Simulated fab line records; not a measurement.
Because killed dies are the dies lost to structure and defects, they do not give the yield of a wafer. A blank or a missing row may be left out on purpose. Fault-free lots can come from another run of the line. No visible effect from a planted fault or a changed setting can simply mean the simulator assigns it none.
fab line records | flow n5-finfet | part 2 of 2: steps 4 to 6 of 6
record: lots: 24 wafers: 72 last-day: 17
route steps=1938 shown MOL_CONTACT_COAG@606 BEOL_M0_SAQP@652
lots with no fault: from the same line, run without faults
start-h: hours from the record's opening day to when the first of the lot's shown wafers began | wait-h: hours from the lot's prior step to this one | " repeats the value in the row above | L1.1+2: one row covering several wafers at once | - value missing, or start not given | * or withheld: withheld | < > ~ a bound
route shown NAME@n: NAME is a module with steps in the file, n the number in the route of the first one | usual: mean/standard deviation taken from wafers without a fault | same: alike in all rows | chamber/n: place in a boat | sites: the reading at each site | _std_site: standard deviation of those values | _edge_site: inner sites' mean taken away from outer sites' mean | radius-mm: how far each site lies from the wafer's centre | mask NAME#n: copy n | behind: tool/chamber where the wafer was last shaped | hold: cause of the lot's hold/its duration in hours/its outcome | device: which transistor (n, p or np) failed to switch | end of line: tests of these same wafers at the route's end | step lacking rows: just its recipe | killed: count of dies lost to structure and defects at first sort (not the wafer's yield) | map: per-die view of a wafer (x killed, . not killed, _ where there is no die)
set.NAME: the setting the step ran with; set.NAME@STEP: the setting that earlier step ran with | model.NAME: the simulator's own value behind a step, which no gauge read
steps of the route over a sample of lots; a table a step, a row a wafer
services: from which hour (start-h, from the record's first day; less than 0 if before it) a tool's chamber was out of use, for how many hours, and why
== steps ==
step: N5_BEOL_M0_SAQP_RECESS_114
recipe: chemistry: HF/NH3 target: SiO2 target-depth-a: 144 afs-cycles: 3 temp-c: 30 sublimation-temp-c: 180 sublimation-time-s: 60
usual: drypump-motor-current-A: 6.0/0.55 foreline-p-Torr: 0.1280/0.00052
columns lot.wafer tool chamber start-h wait-h drypump-motor-current-A foreline-p-Torr
L074.2 vapor-etch-02 1 106.41 0.0 6.2 0.1285
L074.4 " 0 " " 6.2 0.1281
L074.5 " 1 " " 6.2 0.1281
L075.1 vapor-etch-02 0 118.01 0.0 6.2 0.1277
L075.3 " 1 " " 6.1 0.1289
L075.6 " 1 " " 6.1 0.1282
L076.1 vapor-etch-01 1 122.45 0.0 4.8 0.1292
L076.2 " 0 " " 6.3 0.1275
L076.3 " 0 " " 6.3 0.1280
L077.2 vapor-etch-02 0 124.35 0.0 6.2 0.1279
L077.3 " 0 " " 6.2 0.1282
L077.6 " 0 " " 6.2 0.1283
L078.2 vapor-etch-02 0 131.59 0.0 6.2 0.1282
L078.3 " 0 " " 6.2 0.1282
L078.5 " 1 " " 6.2 0.1278
L079.1 vapor-etch-02 1 140.27 0.0 6.2 0.1274
L079.4 " 1 " " 6.2 0.1283
L079.6 " 0 " " 6.2 0.1283
L080.2 vapor-etch-01 1 144.08 0.0 4.8 0.1269
L080.3 " 0 " " 6.3 0.1278
L080.6 " 1 " " 4.8 0.1288
L081.2 vapor-etch-01 1 148.47 0.0 4.8 0.1264
L081.3 " 0 " " 6.3 0.1284
L081.4 " 1 " " 4.8 0.1276
L082.1 vapor-etch-01 1 154.77 0.0 4.8 0.1271
L082.2 " 0 " " 6.3 0.1279
L082.4 " 0 " " 6.3 0.1281
L083.1 vapor-etch-01 0 164.57 0.0 6.3 0.1275
L083.3 " 0 " " 6.3 0.1283
L083.6 " 1 " " 4.8 0.1276
L084.1 vapor-etch-01 0 171.56 0.0 6.3 0.1277
L084.5 " 1 " " 4.8 0.1276
L084.6 " 0 " " 6.3 0.1279
L085.4 vapor-etch-01 0 176.20 0.1 6.3 0.1277
L085.5 " 0 " " 6.3 0.1280
L085.6 " 1 " " 4.8 0.1276
L086.1 vapor-etch-02 1 185.03 0.0 6.2 0.1283
L086.3 " 1 " " 6.2 0.1282
L086.4 " 0 " " 6.2 0.1273
L087.2 vapor-etch-02 1 187.60 0.0 6.2 0.1283
L087.5 " 0 " " 6.2 0.1281
L087.6 " 1 " " 6.2 0.1279
L088.1 vapor-etch-02 1 190.74 0.0 6.2 0.1291
L088.2 " 0 " " 6.2 0.1285
L088.6 " 0 " " 6.2 0.1284
L089.1 vapor-etch-02 0 199.92 0.0 6.2 0.1282
L089.3 " 1 " " 6.2 0.1280
L089.5 " 0 " " 6.2 0.1281
L090.3 vapor-etch-02 1 206.96 0.1 6.2 0.1283
L090.4 " 0 " " 6.2 0.1283
L090.6 " 0 " " 6.2 0.1279
L091.1 vapor-etch-02 0 213.01 0.0 6.2 0.1276
L091.3 " 1 " " 6.2 0.1279
L091.5 " 1 " " 6.2 0.1272
L092.1 vapor-etch-01 0 218.02 0.0 6.3 0.1282
L092.2 " 1 " " 4.8 0.1276
L092.6 " 0 " " 6.3 0.1287
L093.1 vapor-etch-02 1 221.60 0.0 6.1 0.1281
L093.3 " 0 " " 6.2 0.1283
L093.4 " 1 " " 6.2 0.1286
L094.1 vapor-etch-02 1 230.26 0.0 6.2 0.1286
L094.5 " 0 " " 6.2 0.1281
L094.6 " 1 " " 6.2 0.1278
L096.1 vapor-etch-02 1 237.09 0.0 6.2 0.1281
L096.2 " 0 " " 6.2 0.1285
L096.5 " 1 " " 6.2 0.1278
L095.2 vapor-etch-01 0 240.27 0.0 6.3 0.1279
L095.3 " 0 " " 6.3 0.1275
L095.5 " 0 " " 6.3 0.1275
L097.2 vapor-etch-02 0 243.97 0.0 6.2 0.1280
L097.3 " 0 " " 6.2 0.1282
L097.6 " 0 " " 6.2 0.1277
step: N5_BEOL_M0_SAQP_SPACER1_ALD_98
recipe: material: SiO2 target-thk-a: 128 temp-c: 300 ald-precursor-family: BDEAS ald-co-reactant: O2-plasma pulse-time-s: 1 purge-time-s: 2 co-reactant-purge-time-s: 2 ald-cycles: 138 pressure-torr: 2
usual: heater-power-w: 473/61 precursor-pulse-height-rel: 1.000/0.021
columns lot.wafer tool chamber start-h wait-h heater-power-w precursor-pulse-height-rel
L074.2 ald-sin-03 3 107.86 1.3 429 1.015
L074.4 " 2 " " 546 1.022
L074.5 " 3 " " 424 1.023
L075.1 ald-sin-04 3 118.39 0.3 505 0.954
L075.3 " 0 " " 488 1.004
L075.6 " 1 " " 613 0.987
L076.1 ald-sin-03 3 122.83 0.3 409 1.004
L076.2 " 2 " " 553 0.993
L076.3 " 1 " " 411 1.024
L077.2 ald-sin-04 1 124.73 0.3 604 1.040
L077.3 " 3 " " 488 1.000
L077.6 " 2 " " 378 1.013
L078.2 ald-sin-03 0 131.97 0.3 518 0.984
L078.3 " 3 " " 409 0.955
L078.5 " 0 " " 515 0.947
L079.1 ald-sin-01 0 140.66 0.3 468 1.004
L079.4 " 1 " " 473 1.027
L079.6 " 3 " " 492 0.994
L080.2 ald-sin-03 3 144.46 0.3 423 0.979
L080.3 " 0 " " 505 1.022
L080.6 " 1 " " 427 0.972
L081.2 ald-sin-03 1 148.86 0.3 423 1.000
L081.3 " 2 " " 555 0.995
L081.4 " 0 " " 503 0.989
L082.1 ald-sin-03 2 155.16 0.3 532 1.024
L082.2 " 3 " " 419 0.986
L082.4 " 1 " " 418 1.021
L083.1 ald-sin-01 0 164.96 0.3 475 1.015
L083.3 " 1 " " 475 0.988
L083.6 " 0 " " 463 0.979
L084.1 ald-sin-03 3 171.95 0.3 422 1.002
L084.5 " 3 " " 420 1.028
L084.6 " 0 " " 512 0.973
L085.4 ald-sin-01 1 176.46 0.1 482 1.014
L085.5 " 2 " " 400 1.019
L085.6 " 3 " " 507 1.037
L086.1 ald-sin-04 2 189.36 4.2 391 1.034
L086.3 " 1 " " 613 1.011
L086.4 " 0 " " 490 0.993
L087.2 ald-sin-03 3 190.07 2.4 418 1.021
L087.5 " 3 " " 418 1.005
L087.6 " 2 " " 541 1.025
L088.1 ald-sin-03 2 191.13 0.3 532 0.980
L088.2 " 3 " " 422 0.958
L088.6 " 1 " " 420 1.028
L089.1 ald-sin-04 2 200.30 0.3 379 0.976
L089.3 " 3 " " 499 0.990
L089.5 " 2 " " 383 1.015
L090.3 ald-sin-01 1 207.51 0.4 449 1.047
L090.4 " 0 " " 454 0.985
L090.6 " 3 " " 471 1.032
L091.1 ald-sin-04 2 213.40 0.3 375 1.020
L091.3 " 3 " " 489 1.003
L091.5 " 3 " " 506 1.020
L092.1 ald-sin-03 1 218.41 0.3 420 1.019
L092.2 " 2 " " 543 0.999
L092.6 " 0 " " 510 1.006
L093.1 ald-sin-03 3 221.98 0.3 414 1.015
L093.3 " 2 " " 540 1.001
L093.4 " 0 " " 503 1.007
L094.1 ald-sin-03 0 230.64 0.3 503 1.025
L094.5 " 1 " " 419 1.006
L094.6 " 0 " " 522 1.024
L096.1 ald-sin-03 3 237.47 0.3 425 1.030
L096.2 " 1 " " 423 1.002
L096.5 " 3 " " 427 0.983
L095.2 ald-sin-04 3 240.65 0.3 498 0.990
L095.3 " 0 " " 485 0.997
L095.5 " 0 " " 492 0.976
L097.2 ald-sin-03 1 244.39 0.3 409 0.977
L097.3 " 2 " " 548 0.998
L097.6 " 3 " " 420 0.996
step: N5_BEOL_M0_SAQP_CD_MEAS_29
recipe: target-cd-nm: 14.4 landing-energy-ev: 1000 detector: se-inlens
usual: cd-nm: 14.93/0.23
same: landing-energy-ev: 1000
columns lot.wafer tool chamber start-h wait-h cd-nm
L074.2 cd-sem-02 0 110.37 0.1 14.82
L074.4 " 0 " " 14.61
L074.5 " 0 " " 14.91
L075.1 cd-sem-02 0 120.82 0.1 14.84
L075.3 " 0 " " 14.94
L075.6 " 0 " " 14.89
L076.1 cd-sem-02 0 125.60 0.1 14.73
L076.2 " 0 " " 15.36
L076.3 " 0 " " 14.96
L077.2 cd-sem-02 0 127.23 0.1 15.13
L077.3 " 0 " " 15.02
L077.6 " 0 " " 14.97
L078.2 cd-sem-01 0 135.15 0.1 15.10
L078.3 " 0 " " 14.87
L078.5 " 0 " " 14.82
L079.1 cd-sem-02 0 143.33 0.1 14.65
L079.4 " 0 " " 15.52
L079.6 " 0 " " 14.61
L080.2 cd-sem-01 0 147.73 0.1 15.33
L080.3 " 0 " " 14.66
L080.6 " 0 " " 15.29
L081.2 cd-sem-02 0 151.38 0.1 15.03
L081.3 " 0 " " 14.85
L081.4 " 0 " " 14.97
L082.1 cd-sem-01 0 157.62 0.1 14.83
L082.2 " 0 " " 14.55
L082.4 " 0 " " 15.10
L083.1 cd-sem-01 0 168.05 0.1 15.41
L083.3 " 0 " " 14.83
L083.6 " 0 " " 14.84
L084.1 cd-sem-03 0 174.82 0.1 15.12
L084.5 " 0 " " 15.02
L084.6 " 0 " " 14.98
L085.4 cd-sem-03 0 179.83 0.1 14.85
L085.5 " 0 " " 15.48
L085.6 " 0 " " 15.02
L086.1 cd-sem-01 0 192.30 0.1 15.13
L086.3 " 0 " " 15.09
L086.4 " 0 " " 14.95
L087.2 cd-sem-02 0 192.62 0.1 14.93
L087.5 " 0 " " 15.10
L087.6 " 0 " " 14.96
L088.1 cd-sem-03 0 195.38 0.1 14.41
L088.2 " 0 " " 14.87
L088.6 " 0 " " 14.87
L089.1 cd-sem-01 0 202.74 0.1 14.99
L089.3 " 0 " " 14.81
L089.5 " 0 " " 14.70
L090.3 cd-sem-03 0 210.40 0.1 15.04
L090.4 " 0 " " 14.79
L090.6 " 0 " " 14.89
L091.1 cd-sem-03 0 216.18 0.1 14.97
L091.3 " 0 " " 15.06
L091.5 " 0 " " 15.03
L092.1 cd-sem-01 0 220.98 0.1 15.11
L092.2 " 0 " " 14.49
L092.6 " 0 " " 14.96
L093.1 cd-sem-02 0 224.60 0.1 15.10
L093.3 " 0 " " 15.08
L093.4 " 0 " " 14.43
L094.1 cd-sem-03 0 233.34 0.1 14.75
L094.5 " 0 " " 14.69
L094.6 " 0 " " 14.71
L096.1 cd-sem-02 0 241.03 0.1 15.23
L096.2 " 0 " " 14.77
L096.5 " 0 " " 14.82
L095.2 cd-sem-02 0 243.68 0.1 14.98
L095.3 " 0 " " 15.17
L095.5 " 0 " " 14.92
L097.2 cd-sem-03 0 247.15 0.1 14.89
L097.3 " 0 " " 15.14
L097.6 " 0 " " 14.77
== services ==
columns tool chamber start-h hours kind
cmp-01 - 77.15 2.2 repair
rie-diel-05 0 77.23 7.1 repair
ald-sin-03 - 85.54 14.0 pm
rie-diel-01 1 94.09 2.9 repair
rie-diel-04 2 97.38 9.7 repair
cmp-03 - 102.60 1.9 repair
vapor-etch-02 - 110.56 2.8 pm
rie-diel-05 0 122.16 10.0 repair
rie-diel-03 - 128.90 15.6 pm
cmp-01 - 135.13 4.9 pm
rie-diel-04 3 146.43 9.5 repair
cmp-01 - 148.55 0.2 repair
vapor-etch-02 0 162.55 10.0 repair
rie-diel-03 0 168.28 7.7 repair
cmp-02 - 178.01 4.0 pm
rie-diel-01 - 178.16 0.7 repair
rie-diel-06 1 181.26 7.0 repair
ald-sin-03 - 183.57 6.1 pm
rie-diel-06 2 187.71 4.6 repair
cmp-02 - 210.96 1.2 repair
vapor-etch-01 - 211.56 1.0 repair
cmp-01 - 211.87 4.0 pm
rie-diel-05 1 213.01 3.8 repair
rie-diel-05 2 241.53 4.6 repair
